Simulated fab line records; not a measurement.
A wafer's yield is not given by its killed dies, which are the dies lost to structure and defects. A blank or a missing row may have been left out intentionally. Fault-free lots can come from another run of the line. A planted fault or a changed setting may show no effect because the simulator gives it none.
fab line records | flow n5-finfet
record: lots: 5 wafers: 15 last-day: 17
route steps=1938 shown HKMG_FIN@428 GATE_CUT@465 PASSIVATION@1936
lots that met no fault: taken from a fault-free run of the same line
start-h: hours from the record's first day to the start of the lot's first wafer shown | wait-h: how many hours have passed since the lot's step before this one | " unchanged from the row above | L1.1+2: one row covering several wafers at once | - no value, or no start was given | * or withheld: withheld | < > ~ a bound
route shown NAME@n: names a module that has steps shown in the file, with the first one's number in the route | usual: mean/standard deviation taken from wafers without a fault | same: alike in all rows | chamber/n: place in a boat | sites: readings site by site | _std_site: how widely they spread, as a standard deviation | _edge_site: outer sites' mean less inner sites' | radius-mm: for every site, how far away it sits from the centre of the wafer | mask NAME#n: copy n | behind: tool/chamber where the wafer was last shaped | hold: what put the lot on hold/how long, in hours/how the hold closed | device: transistor that didn't switch, given as n, p or np | end of line: the tests these same wafers got at the end of their route | where a step has no rows: the recipe by itself | killed: not the wafer's yield, but the dies lost to structure and defects at the first sort | map: shows each die of a wafer: x if killed, . if not, _ if none is there
set.NAME: the setting that was run; set.NAME@STEP: the one run at that earlier step | model.NAME: the simulator's own value behind a step, which no gauge read
lots seen at some steps along the route; tables by step, rows by wafer
services: a tool's chamber out of use, with start hour (start-h, from the record's first day; less than 0 if before it), hours out, and reason
== steps ==
step: N5_HKMG_FIN_PEB_10
recipe: peb-temp-c: withheld peb-time-s: 60 resist: CAR-ArF
step: N5_HKMG_FIN_DEVELOP_11
recipe: develop-time-s: 30 developer: TMAH resist: CAR-ArF dev-temp-c: 23 rinse-liquid: diw dry: air-spin
step: N5_HKMG_FIN_CD_MEAS_12
recipe: target-cd-nm: 92.8 landing-energy-ev: 500 detector: se-inlens
usual: cd-nm: 92.6/0.65
columns lot.wafer tool chamber start-h wait-h cd-nm
L367.1 cd-sem-01 0 76.16 - 92.9
L367.2 " 0 " " 92.4
L367.5 " 0 " " 93.0
L370.2 cd-sem-01 0 91.55 - 92.5
L370.5 " 0 " " 92.4
L370.6 " 0 " " 92.6
L371.2 cd-sem-01 0 98.77 - 94.3
L371.3 " 0 " " 93.5
L371.5 " 0 " " 93.9
L373.2 cd-sem-03 0 116.76 - 93.4
L373.5 " 0 " " 92.1
L373.6 " 0 " " 93.7
L388.1 cd-sem-02 0 199.30 - 92.6
L388.3 " 0 " " 92.0
L388.5 " 0 " " 92.5
step: N5_HKMG_FIN_OVL_MEAS_13
recipe: points-per-wafer: 44
usual: NWFM_OVL: 0.4/0.77
columns lot.wafer tool chamber start-h wait-h NWFM_OVL[nm]
L367.1 overlay-02 0 76.19 0.0 0.3
L367.2 " 0 " " 0.3
L367.5 " 0 " " 0.9
L370.2 overlay-01 0 91.58 0.0 0.2
L370.5 " 0 " " 0.4
L370.6 " 0 " " 0.4
L371.2 overlay-02 0 98.80 0.0 0.1
L371.3 " 0 " " 0.1
L371.5 " 0 " " -0.2
L373.2 overlay-02 0 116.79 0.0 0.0
L373.5 " 0 " " 0.6
L373.6 " 0 " " 0.9
L388.1 overlay-01 0 199.33 0.0 1.6
L388.3 " 0 " " 0.8
L388.5 " 0 " " 1.1
step: N5_HKMG_FIN_INSPECT_14
recipe: mode: adi inspect-instrument: macro
usual: raw-defect-count: 2/1.4
columns lot.wafer tool chamber start-h wait-h raw-defect-count
L367.1 defect-inspect-01 - 76.21 0.0 2
L367.2 " - " " 4
L367.5 " - " " 5
L370.2 defect-inspect-01 - 91.61 0.0 2
L370.5 " - " " 1
L370.6 " - " " 1
L371.2 defect-inspect-02 - 98.82 0.0 1
L371.3 " - " " 0
L371.5 " - " " 0
L373.2 defect-inspect-02 - 116.81 0.0 2
L373.5 " - " " 0
L373.6 " - " " 3
L388.1 defect-inspect-01 - 199.35 0.0 5
L388.3 " - " " 3
L388.5 " - " " 3
step: N5_HKMG_FIN_DESCUM_17
recipe: chemistry: O2 time-s: 7.9 source-power-w: 50 bias-power-w: 20 pressure-mtorr: 20 rf-frequency-hz: 2.712e+07 temp-c: 40 resist: CAR-ArF o2-flow-sccm: 225
step: N5_HKMG_FIN_ETCH_31
recipe: chemistry: CF4 target: SiARC target-depth-a: 455 mask-material: CAR-ArF time-s: 75.8 ion-energy-ev: 80 pressure-mtorr: 40 source-w: 545 bias-w: 36 Ar_flow_sccm: 100 cf4-flow-sccm: 100 ends: cleared
step: N5_HKMG_FIN_ETCH_32
recipe: chemistry: N2/H2 target: SOC target-depth-a: 2400 temp-c: 40 time-s: 300 ion-energy-ev: 200 mask-material: SiARC pressure-mtorr: 30 source-w: 840 bias-w: 150 n2-flow-sccm: 200 h2-flow-sccm: 200
step: N5_HKMG_FIN_STRIP_33
recipe: chemistry: N2/H2 temp-c: 40 n2-flow-sccm: 200 h2-flow-sccm: 200 rf-frequency-hz: 6e+07
step: N5_HKMG_FIN_STRIP_34
recipe: chemistry: CF4 resist: SiARC power-w: 300 bias-power-w: 75 pressure-mtorr: 50 cf4-flow-sccm: 150 rf-frequency-hz: 6e+07
step: N5_HKMG_FIN_ETCH_35
recipe: chemistry: N2/H2 target: SOC target-depth-a: 2158 ion-energy-ev: 65 bias-w: 5 source-w: 3000 time-s: 243.4 pressure-mtorr: 30 n2-flow-sccm: 200 h2-flow-sccm: 200
usual: drypump-motor-current-A: 5.7/0.38 oes-product-au: 0.79/0.079 rf-vpp-V: 141.8/1.2 showerhead-plenum-p-Torr: 2.57/0.11 throttle-valve-pct: 17.93/0.21
columns lot.wafer tool chamber start-h wait-h drypump-motor-current-A oes-product-au rf-hours-counter-h rf-vpp-V showerhead-plenum-p-Torr throttle-valve-pct
L367.1 rie-diel-06 2 76.70 0.0 5.9 0.72 173 141.2 2.54 18.07
L367.2 " 0 " " 5.6 0.88 34 142.4 2.70 17.68
L367.5 " 0 " " 5.6 0.89 - 144.4 2.70 17.68
L370.2 rie-diel-01 0 92.10 0.0 5.0 0.72 195 140.5 2.43 17.91
L370.5 " 3 " " 5.6 0.66 - 142.4 2.61 18.14
L370.6 " 2 " " 4.9 0.76 - 139.1 2.34 18.04
L371.2 rie-diel-02 1 99.16 0.0 5.4 0.84 61 142.9 2.70 18.10
L371.3 " 0 " " 5.9 0.83 96 143.0 2.67 18.00
L371.5 " 0 " " 5.9 0.82 - 144.0 2.67 17.99
L373.2 rie-diel-06 2 117.24 0.0 5.9 0.70 188 141.7 2.54 18.12
L373.5 " 1 " " 6.3 0.70 - 140.3 2.40 18.31
L373.6 " 2 " " 5.9 0.71 - 140.6 2.54 18.10
L388.1 rie-diel-02 3 199.69 0.0 5.7 0.73 202 139.8 2.52 17.72
L388.3 " 0 " " 5.9 0.79 128 143.1 2.66 18.05
L388.5 " 0 " " 5.9 0.79 - 142.3 2.66 18.03
step: N5_HKMG_FIN_STRIP_92
recipe: chemistry: N2/H2 material: SOC time-s: 20 power-w: 500 temp-c: 40 pressure-mtorr: 50 rf-frequency-hz: 6e+07 bias-power-w: 8 h2-frac: 0.5 n2-flow-sccm: 300 h2-flow-sccm: 300
step: N5_HKMG_FIN_WET_ETCH_18
recipe: chemistry: SC1 target: TiN mix: 1:1:5 temp-c: * time-s: 55 target-depth-nm: 5.2 dry: ipa-marangoni rinse-time-s: 30 rinse-temp-c: 23
columns lot.wafer tool chamber start-h wait-h
L367.1+2+5 wet-bench-02 4,5,6 77.04 0.1
L370.2+5+6 wet-bench-02 4,5,3 92.33 0.1
L371.2+3+5 wet-bench-05 5,3,2 99.39 0.1
L373.2+5+6 wet-bench-02 2,4,7 117.48 0.1
L388.1+3+5 wet-bench-05 5,7,3 199.92 0.1
step: N5_HKMG_FIN_STRIP_19
recipe: chemistry: N2/H2 power-w: 2500 temp-c: 300 h2-frac: 0.65 time-s: 360 pressure-mtorr: withheld n2-flow-sccm: 1750 h2-flow-sccm: 3250
step: N5_HKMG_FIN_ALD_91
recipe: material: TiN target-thk-a: 10 temp-c: 400 ald-precursor-family: TiCl4 ald-co-reactant: NH3 pulse-time-s: 1 purge-time-s: 3 co-reactant-purge-time-s: 2 co-reactant-pulse-time-s: 2 ald-cycles: 47 pressure-torr: 3
usual: heater-power-w: 918/100 precursor-pulse-height-rel: 1.002/0.023
same: co-reactant-purge-time-s: 2
columns lot.wafer tool chamber start-h wait-h heater-power-w precursor-pulse-height-rel
L367.1 ald-metal-02 2 77.48 0.3 810 1.030
L367.2 " 0 " " 945 1.030
L367.5 " 0 " " 944 0.969
L370.2 ald-metal-04 2 92.78 0.3 845 1.001
L370.5 " 3 " " 888 0.985
L370.6 " 0 " " 1027 0.995
L371.2 ald-metal-02 3 99.84 0.3 818 0.976
L371.3 " 0 " " 956 1.060
L371.5 " 2 " " 801 1.014
L373.2 ald-metal-03 3 117.93 0.3 818 0.985
L373.5 " 1 " " 1087 1.034
L373.6 " 0 " " 893 1.041
L388.1 ald-metal-03 3 200.37 0.3 828 1.003
L388.3 " 2 " " 1101 0.963
L388.5 " 2 " " 1113 1.006
step: N5_HKMG_FIN_COAT_85
recipe: resist: SOC temp-c: 250 time-s: 60 spin-rpm: 1500 resist-thk-nm: 300
step: N5_HKMG_FIN_ETCH_86
recipe: chemistry: N2/H2 target: SOC target-depth-a: 3932 stop-on: TiN ion-energy-ev: 100 bias-w: 61 pressure-mtorr: 30 source-w: 850 n2-flow-sccm: 200 h2-flow-sccm: 200
step: N5_HKMG_FIN_STRIP_89
recipe: chemistry: N2/H2 material: SOC time-s: 20 power-w: 500 temp-c: 40 pressure-mtorr: 50 rf-frequency-hz: 6e+07 bias-power-w: 8 h2-frac: 0.5 n2-flow-sccm: 300 h2-flow-sccm: 300
step: N5_HKMG_FIN_WET_ETCH_87
recipe: chemistry: SC1 target: TiN mix: 1:2:40 temp-c: 50 time-s: 154.2 target-depth-nm: 4.7 dry: ipa-marangoni rinse-time-s: 30 rinse-temp-c: 23
step: N5_HKMG_FIN_STRIP_88
recipe: chemistry: N2/H2 power-w: 2500 temp-c: 300 h2-frac: 0.65 time-s: 360 pressure-mtorr: withheld n2-flow-sccm: 1750 h2-flow-sccm: 3250
step: N5_HKMG_FIN_NWFM_ALD_20
recipe: material: TiAlC target-thk-a: 20 temp-c: 300 ald-precursor-family: TiCl4 ald-co-reactant: TEA pulse-time-s: 3 purge-time-s: 2 co-reactant-purge-time-s: 2 co-reactant-pulse-time-s: 10 ald-cycles: 7 pressure-torr: 3
step: N5_HKMG_FIN_ALD_71
recipe: material: TiN target-thk-a: 10 temp-c: 400 ald-precursor-family: TiCl4 ald-co-reactant: NH3 pulse-time-s: 1 purge-time-s: 3 co-reactant-purge-time-s: 2 co-reactant-pulse-time-s: 2 ald-cycles: 47 pressure-torr: 3
step: N5_HKMG_FIN_COAT_66
recipe: resist: SOC temp-c: 250 time-s: 60 spin-rpm: 1500 resist-thk-nm: 300
step: N5_HKMG_FIN_ETCH_67
recipe: chemistry: N2/H2 target: SOC target-depth-a: 3889 stop-on: TiN ion-energy-ev: 100 bias-w: 61 pressure-mtorr: 30 source-w: 850 n2-flow-sccm: 200 h2-flow-sccm: 200
usual: drypump-motor-current-A: 5.6/0.42 oes-product-au: 0.77/0.084 rf-vpp-V: 240.7/1.8 showerhead-plenum-p-Torr: 2.54/0.11 throttle-valve-pct: 17.92/0.2
columns lot.wafer tool chamber start-h wait-h drypump-motor-current-A oes-product-au rf-hours-counter-h rf-vpp-V showerhead-plenum-p-Torr throttle-valve-pct
L367.1 rie-diel-02 2 78.89 - 5.4 0.70 209 240.7 2.51 17.98
L367.2 " 1 " " 5.4 0.84 55 242.4 2.70 18.04
L367.5 " 3 " " 5.8 0.76 - 240.4 2.54 17.62
L370.2 rie-diel-02 1 94.19 - 5.4 0.85 60 242.4 2.70 18.05
L370.5 " 3 " " 5.7 0.75 - 240.3 2.54 17.63
L370.6 " 2 " " 5.4 0.70 - 242.2 2.51 17.99
L371.2 rie-diel-06 1 101.36 - 6.3 0.69 231 240.5 2.40 18.26
L371.3 " 2 " " 5.9 0.70 182 239.8 2.54 18.07
L371.5 " 2 " " 5.9 0.70 - 240.1 2.54 18.07
L373.2 rie-diel-01 0 119.36 - 5.0 0.71 204 240.6 2.42 17.87
L373.5 " 0 " " 5.1 0.71 - 239.0 2.42 17.90
L373.6 " 3 " " 5.5 0.66 - 242.2 2.61 18.14
L388.1 rie-diel-01 1 202.18 - 5.3 0.76 136 239.2 2.45 18.05
L388.3 " 0 " " 5.0 0.68 238 239.8 2.41 17.94
L388.5 " 3 " " 5.6 0.90 - 242.0 2.60 17.73
step: N5_HKMG_FIN_STRIP_90
recipe: chemistry: N2/H2 material: SOC time-s: 20 power-w: 500 temp-c: 40 pressure-mtorr: 50 rf-frequency-hz: 6e+07 bias-power-w: 8 h2-frac: 0.5 n2-flow-sccm: 300 h2-flow-sccm: 300
usual: bias-power-w: 8.000/0.024 drypump-motor-current-A: 5.6/0.42 oes-product-au: 0.78/0.085 rf-vpp-V: 54.1/0.94 showerhead-plenum-p-Torr: 3.35/0.14 throttle-valve-pct: 19.16/0.24
columns lot.wafer tool chamber start-h wait-h bias-power-w drypump-motor-current-A oes-product-au rf-hours-counter-h rf-vpp-V showerhead-plenum-p-Torr throttle-valve-pct
L367.1 rie-diel-02 2 78.95 0.0 8.053 5.4 0.70 209 55.3 3.32 19.21
L367.2 " 1 " " 7.999 5.4 0.85 55 53.2 3.56 19.27
L367.5 " 3 " " 7.981 5.8 0.77 - 54.2 3.35 18.96
L370.2 rie-diel-02 1 94.25 0.0 7.984 5.5 0.85 60 54.2 3.56 19.27
L370.5 " 3 " " 8.008 5.8 0.76 - 55.1 3.35 18.97
L370.6 " 2 " " 8.032 5.4 0.69 - 54.4 3.32 19.21
L371.2 rie-diel-06 1 101.42 0.0 7.959 6.3 0.69 232 53.8 3.18 19.57
L371.3 " 2 " " 8.001 5.9 0.71 182 55.6 3.35 19.38
L371.5 " 2 " " 8.019 5.9 0.70 - 53.6 3.35 19.38
L373.2 rie-diel-01 0 119.42 0.0 8.025 5.0 0.70 204 53.8 3.20 19.03
L373.5 " 0 " " 8.004 5.0 0.71 - 53.2 3.20 19.03
L373.6 " 3 " " 7.994 5.6 0.66 - 56.0 3.44 19.32
L388.1 rie-diel-01 1 202.24 0.0 8.018 5.3 0.77 136 53.5 3.24 19.39
L388.3 " 0 " " 8.041 5.0 0.69 238 54.4 3.19 19.06
L388.5 " 3 " " 8.020 5.6 0.91 - 54.8 3.43 18.95
step: N5_HKMG_FIN_WET_ETCH_73
recipe: chemistry: SC1 mix: 1:2:40 temp-c: 50 time-s: 42.3 target-depth-nm: 1.3 dry: ipa-marangoni rinse-time-s: 30 rinse-temp-c: 23
step: N5_HKMG_FIN_ETCHBACK_68
recipe: chemistry: Cl2/Ar stop-on: HfO2 target-depth-a: 5 pressure-mtorr: 10 icp-w: 600 bias-w: 60 Cl2_flow_sccm: 40 Ar_flow_sccm: 60
step: N5_HKMG_FIN_STRIP_69
recipe: chemistry: N2/H2 power-w: 2500 temp-c: 300 h2-frac: 0.65 time-s: 360 pressure-mtorr: withheld n2-flow-sccm: 1750 h2-flow-sccm: 3250
step: N5_HKMG_FIN_ALD_21
recipe: material: TiN target-thk-a: 15 temp-c: 400 ald-precursor-family: TiCl4 ald-co-reactant: NH3 pulse-time-s: 1 purge-time-s: 3 co-reactant-purge-time-s: 2 co-reactant-pulse-time-s: 2 ald-cycles: 68 pressure-torr: 3
step: N5_HKMG_FIN_ALD_72
recipe: material: W target-thk-a: 20 temp-c: 300 pressure-torr: 7.5 ald-precursor-family: WF6 ald-co-reactant: B2H6 pulse-time-s: 1 purge-time-s: 2 co-reactant-purge-time-s: 2 co-reactant-pulse-time-s: 3 ald-cycles: 7
step: N5_HKMG_FIN_W_FILL_22
recipe: material: W target-thk-a: 600 temp-c: 400 pressure-torr: 39.4 time-s: 18.2
usual: heater-power-w: 842/68 throttle-valve-pct: 19.3/0.48
columns lot.wafer tool chamber start-h wait-h heater-power-w throttle-valve-pct
L367.1 cvd-w-01 0 80.06 0.0 822 19.9
L367.2 " 1 " " 856 18.6
L367.5 " 0 " " 813 20.1
L370.2 cvd-w-02 0 95.48 0.0 915 18.7
L370.5 " 0 " " 900 19.0
L370.6 " 1 " " 763 19.4
L371.2 cvd-w-02 1 102.53 0.0 766 19.5
L371.3 " 0 " " 944 19.2
L371.5 " 0 " " 931 19.1
L373.2 cvd-w-02 0 120.52 0.0 937 18.9
L373.5 " 0 " " 954 18.9
L373.6 " 1 " " 782 19.3
L388.1 cvd-w-02 1 203.35 0.0 753 19.6
L388.3 " 0 " " 951 19.0
L388.5 " 0 " " 915 19.3
step: N5_HKMG_FIN_PRECLEAN_83
recipe: chemistry: DIW time-s: 57.5 temp-c: 23
step: N5_HKMG_FIN_SRD_84
recipe: dry-time-s: 32 dry: n2-spin spin-rpm: 1500
step: N5_HKMG_FIN_CMP_23
recipe: stop-on: SiNx t-overpolish-s: 10 post-cmp-clean: rinse-only down-force-psi: 4 platen-rpm: 50.289 pad-velocity-m-s: 1.0006 target-thk-nm: 46.326
step: N5_HKMG_FIN_CMP_94
recipe: stop-on: SiNx post-cmp-clean: w-dilute-nh4oh t-overpolish-s: 4.7 down-force-psi: 4 platen-rpm: 50.289 pad-velocity-m-s: 1.0006 target-thk-nm: 43.299
step: N5_GATE_CUT_ETCHBACK_00
recipe: chemistry: SF6/Cl2 target: W pressure-mtorr: 8 icp-w: 900 bias-w: 80 SF6_flow_sccm: 40 Cl2_flow_sccm: 60
step: N5_GATE_CUT_ETCH_56
recipe: chemistry: Cl2/Ar target: TiN target-depth-a: 216 pressure-mtorr: 10 icp-w: 600 bias-w: 60 Cl2_flow_sccm: 40 Ar_flow_sccm: 60
step: N5_GATE_CUT_ETCHBACK_30
recipe: chemistry: Cl2/Ar target: TiN target-depth-a: 30 mode: isotropic pressure-mtorr: 10 icp-w: 600 bias-w: 60 Cl2_flow_sccm: 40 Ar_flow_sccm: 60
step: N5_GATE_CUT_VAPOR_ETCH_60
recipe: chemistry: BCl3/Cl2 target: HfO2 mode: isotropic
step: N5_GATE_CUT_ETCH_58
recipe: chemistry: CH3F/O2 target: SiNx target-depth-a: 170 time-s: 128.6 ion-energy-ev: 50 pressure-mtorr: 30 source-w: 415 bias-w: 21 Ar_flow_sccm: 150 CH3F_flow_sccm: 30 O2_flow_sccm: 20
step: N5_PASSIVATION_PROBE_49
usual: defect-limited-yield: 91.5/1.4 killed_at_M0_to_M3: 32/9.8 killed_at_M4_up: 13/5.3 killed-at-contacts: 13/6.4 killed-at-front-end: 39/10 killed-at-other: 3.1/2.5 killed-dies: 100/17 killed-open: 65/13 killed-short: 33/7.7 sort_bin_5_function: 5.0/0.93 sort_bin_6_memory: 3.2/0.69 sort_bin_8_speed: 0.00/0.007 sort-n-pass: 1080/17 sort-yield-pct: 91.5/1.4
same: gross-dies: 1180 killed-at-back-side: 0 sort_bin_4_leakage[%]: 0
columns lot.wafer tool chamber start-h wait-h defect-limited-yield[%] killed_at_M0_to_M3 killed_at_M4_up killed-at-contacts killed-at-front-end killed-at-other killed-dies killed-open killed-short sort_bin_5_function[%] sort_bin_6_memory[%] sort_bin_8_speed[%] sort-n-pass sort-yield-pct[%]
L371.2 prober-02 - 289.75 0.1 85.7 23 10 11 124 1 169 45 23 8.6 3.2 0 1011 85.7
L371.3 prober-02 - 289.80 0.1 93.7 16 12 9 35 2 74 48 26 4.0 2.1 0 1106 93.7
L371.5 prober-02 - 289.90 0.2 93.0 27 8 7 32 9 83 52 31 4.7 2.3 0 1097 93.0
L370.2 prober-02 - 307.49 0.1 90.0 54 16 11 34 3 118 72 44 5.5 4.2 0 1062 90.0
L370.5 prober-02 - 307.64 0.2 92.2 23 7 19 40 3 92 59 32 3.6 3.6 0 1088 92.2
L370.6 prober-02 - 307.69 0.3 92.6 21 11 24 28 3 87 62 23 4.8 2.3 0 1093 92.6
L373.2 prober-01 - 324.36 0.1 91.6 34 14 4 40 7 99 64 33 5.3 2.9 0 1081 91.6
L373.5 prober-01 - 324.51 0.2 91.0 28 16 24 36 2 106 66 37 5.4 3.6 0 1074 91.0
L373.6 prober-01 - 324.56 0.3 90.0 47 17 10 42 2 118 77 41 5.9 3.7 0 1062 90.0
L388.1 prober-01 - 405.80 0.0 91.6 34 4 17 37 7 99 58 41 4.7 3.6 0 1081 91.6
L388.3 prober-01 - 405.90 0.1 90.6 26 10 22 50 3 111 73 37 5.6 3.5 0 1069 90.6
L388.5 prober-01 - 406.00 0.2 91.7 52 8 13 25 0 98 58 39 4.8 2.7 0 1082 91.7
killed by level:class
L371.2 HKMG_FIN:unspecified=99 MOL_CONTACT_COAG:geometric-particle:open=9 STARTING-WAFER:geometric-particle:open=7 BEOL_M0_SAQP:geometric-particle:open=6 FIN_SAQP:geometric-particle:short=5 BEOL_M0_SAQP:geometric-particle:short=5 BEOL_M3:geometric-particle:open=4 FIN_SAQP:geometric-particle:open=3
L371.3 FIN_SAQP:geometric-particle:short=9 MOL_CONTACT_COAG:geometric-particle:open=8 FIN_SAQP:geometric-particle:open=6 STI_FIN_REVEAL:geometric-particle:open=6 BEOL_M3:geometric-particle:open=4 BEOL_M4:geometric-particle:open=4 BEOL_M1:geometric-particle:open=3 BEOL_M5:geometric-particle:open=3
L371.5 FIN_SAQP:geometric-particle:open=10 BEOL_M0_SAQP:geometric-particle:open=7 FIN_SAQP:geometric-particle:short=6 MOL_CONTACT_COAG:geometric-particle:open=6 BEOL_M1:geometric-particle:short=4 STARTING-WAFER:geometric-particle:open=4 STI_FIN_REVEAL:geometric-particle:open=3 BEOL_M0_SAQP:geometric-particle:short=3
L370.2 BEOL_M0_SAQP:geometric-particle:short=13 BEOL_M3:geometric-particle:open=11 BEOL_M0_SAQP:geometric-particle:open=10 MOL_CONTACT_COAG:geometric-particle:open=9 FIN_SAQP:geometric-particle:short=7 FIN_SAQP:geometric-particle:open=7 BEOL_M4:geometric-particle:open=7 STI_FIN_REVEAL:geometric-particle:open=6
L370.5 MOL_CONTACT_COAG:geometric-particle:open=16 FIN_SAQP:geometric-particle:open=13 FIN_SAQP:geometric-particle:short=8 BEOL_M0_SAQP:geometric-particle:open=7 BEOL_M0_SAQP:geometric-particle:short=7 STI_FIN_REVEAL:geometric-particle:open=4 BEOL_M2:geometric-particle:short=4 GATE_CUT:geometric-particle:open=3
L370.6 MOL_CONTACT_COAG:geometric-particle:open=20 FIN_SAQP:geometric-particle:open=15 BEOL_M0_SAQP:geometric-particle:short=7 FIN_SAQP:geometric-particle:short=5 BEOL_M2:geometric-particle:open=5 MOL_CONTACT_COAG:geometric-particle:short=4 DUMMY_GATE:geometric-particle:open=3 GATE_CUT:geometric-particle:short=3
L373.2 STI_FIN_REVEAL:geometric-particle:open=10 BEOL_M0_SAQP:geometric-particle:short=9 FIN_SAQP:geometric-particle:short=7 FIN_SAQP:geometric-particle:open=6 BEOL_M3:geometric-particle:open=6 BEOL_M0_SAQP:geometric-particle:open=5 BEOL_M1:geometric-particle:open=5 BEOL_M4:geometric-particle:open=5
L373.5 MOL_CONTACT_COAG:geometric-particle:open=19 FIN_SAQP:geometric-particle:open=8 BEOL_M0_SAQP:geometric-particle:short=6 FIN_SAQP:geometric-particle:short=5 STI_FIN_REVEAL:geometric-particle:open=5 MOL_CONTACT_COAG:geometric-particle:short=5 BEOL_M1:geometric-particle:open=5 BEOL_M4:geometric-particle:open=5
L373.6 BEOL_M0_SAQP:geometric-particle:short=11 FIN_SAQP:geometric-particle:open=10 BEOL_M4:geometric-particle:open=10 MOL_CONTACT_COAG:geometric-particle:open=9 FIN_SAQP:geometric-particle:short=8 BEOL_M0_SAQP:geometric-particle:open=8 BEOL_M2:geometric-particle:open=7 DUMMY_GATE:geometric-particle:open=6
L388.1 BEOL_M0_SAQP:geometric-particle:short=18 MOL_CONTACT_COAG:geometric-particle:open=16 BEOL_M0_SAQP:geometric-particle:open=10 FIN_SAQP:geometric-particle:open=7 STI_FIN_REVEAL:geometric-particle:open=7 FIN_SAQP:geometric-particle:short=6 STI_FIN_REVEAL:geometric-particle:short=3 DUMMY_GATE:geometric-particle:open=3
L388.3 STI_FIN_REVEAL:geometric-particle:open=21 MOL_CONTACT_COAG:geometric-particle:open=16 BEOL_M0_SAQP:geometric-particle:short=11 BEOL_M0_SAQP:geometric-particle:open=10 STI_FIN_REVEAL:geometric-particle:short=6 GATE_CUT:geometric-particle:short=6 MOL_CONTACT_COAG:geometric-particle:short=5 STARTING-WAFER:geometric-particle:open=4
L388.5 BEOL_M0_SAQP:geometric-particle:short=19 BEOL_M0_SAQP:geometric-particle:open=16 MOL_CONTACT_COAG:geometric-particle:open=11 BEOL_M1:geometric-particle:open=7 BEOL_M3:geometric-particle:open=4 FIN_SAQP:geometric-particle:open=3 FIN_SAQP:geometric-particle:short=3 DUMMY_GATE:geometric-particle:short=3
map L371.2 (x killed, . not)
_________________............________________
______________.......x....x....._____________
___________.............x..........__________
__________........x................._________
________.............................._______
_______.....x.....................x...x______
______..........x............x...x......_____
_____.....x..............................____
____x...............x.x.....x....x........___
___x.......x..x...x.........x.......x..xx..__
___...x..........x.......x....x........xx..__
__xxxxxx...................................._
__xxxxxxx.......x..........................._
_xxxxxxxxx............x............xx.....x..
_xxxxxxxx.x..........x.........x..........x..
_xxxxxxxxxxx.....x............x..............
_xxxxxxxxx...................................
_xxxxxxxxxx...........x..x..........x....x...
_xxxxxxxxx.x...x................x............
_xxxxxxx.x..........x........................
_xxxxxxxxxx...x...................x...x......
__xxxxx....x.....x.........................._
__xxxx.x.....................x.............._
___..............x.......................x.__
___.........................x......x.......__
____..................x...................___
_____..........................x.........____
______....x............................._____
_______.........x.....x.............x..______
________......x...x.....x.x...x......._______
__________........x................._________
___________..x.....................__________
______________.................._____________
_________________............________________
map L388.3 (x killed, . not)
_________________.......x..x.________________
______________.................._____________
___________............x....x....x.__________
__________...x......................_________
________...x..x..........x.....x..x..._______
_______..x......x..............x.......______
______.x.x..x....x.....x.....x.........._____
_____...........x.x....x.x....x..........____
____.......xx............................x___
___.x.............x.....x......x...........__
___..............x....xx......x.........x..__
__.....................x...............x...._
__.................xx...........x....xx....._
_........xx.xx....x.......x..x.....x.x.......
_......x....x........x.......................
_.....................x...x.....xx...........
_.............x..............................
_................xx..x.......................
_.xx...........xxxx..........................
_..xx...x....x........................x......
_...................x...........x..........x.
__..............x....x........x...x........x_
__.x..........x..........x.................._
___.........................x.x............__
___.....x..xx..............................__
____x.x.........x..x......x...........x...___
_____........................x.......xx..____
______....................x............._____
_______.x.......................x.....x______
________x.............xx........x....._______
__________.........................._________
___________........................__________
______________..x..............._____________
_________________..x..x......________________
== services ==
columns tool chamber start-h hours kind
rie-diel-02 - 54.30 2.8 pm
cvd-w-02 - 57.28 0.5 repair
rie-diel-01 0 59.30 9.6 repair
rie-diel-06 1 74.57 7.5 repair
rie-diel-02 2 95.57 12.9 repair
cvd-w-02 0 122.89 7.1 repair
rie-diel-01 3 126.25 - clean
rie-diel-01 3 126.25 - consumable-replace:focus-ring
rie-diel-01 3 126.25 31.0 scheduled-down
rie-diel-01 3 126.25 31.0 vent-cycle
cvd-w-01 - 136.55 1.0 repair
ald-metal-02 3 137.04 21.5 repair
ald-metal-04 1 139.69 9.0 repair
wet-bench-05 - 146.02 3.3 repair
rie-diel-06 1 152.17 - clean
rie-diel-06 1 152.17 - consumable-replace:focus-ring
rie-diel-06 1 152.17 - consumable-replace:showerhead
rie-diel-06 1 152.17 15.1 scheduled-down
rie-diel-06 1 152.17 15.1 vent-cycle
rie-diel-02 2 170.33 32.7 repair
cvd-w-02 - 179.57 2.8 pm
rie-diel-01 1 192.44 4.1 repair
ald-metal-02 - 196.70 0.3 repair
== key ==
first-sign: step: N5_PASSIVATION_PROBE_49 reading: killed-at-front-end direction: up sigmas: 8.4 usual: 39 struck: 124
effect: step: N5_PASSIVATION_PROBE_49 reading: killed-dies direction: up sigmas: 4.2 usual: 100 struck: 169
more-kills-born-at: N5_HKMG_FIN_WET_ETCH_18@wet-bench-05: 99
met-at N5_HKMG_FIN_WET_ETCH_18
struck-wafers L371.2
fault: kind: chamber-particle-source tool: wet-bench-05 chamber: 5 onset-h: 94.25 steps: N5_HKMG_FIN_WET_ETCH_18 rate-per-visit-cm2: 1.1489 end-h: 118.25
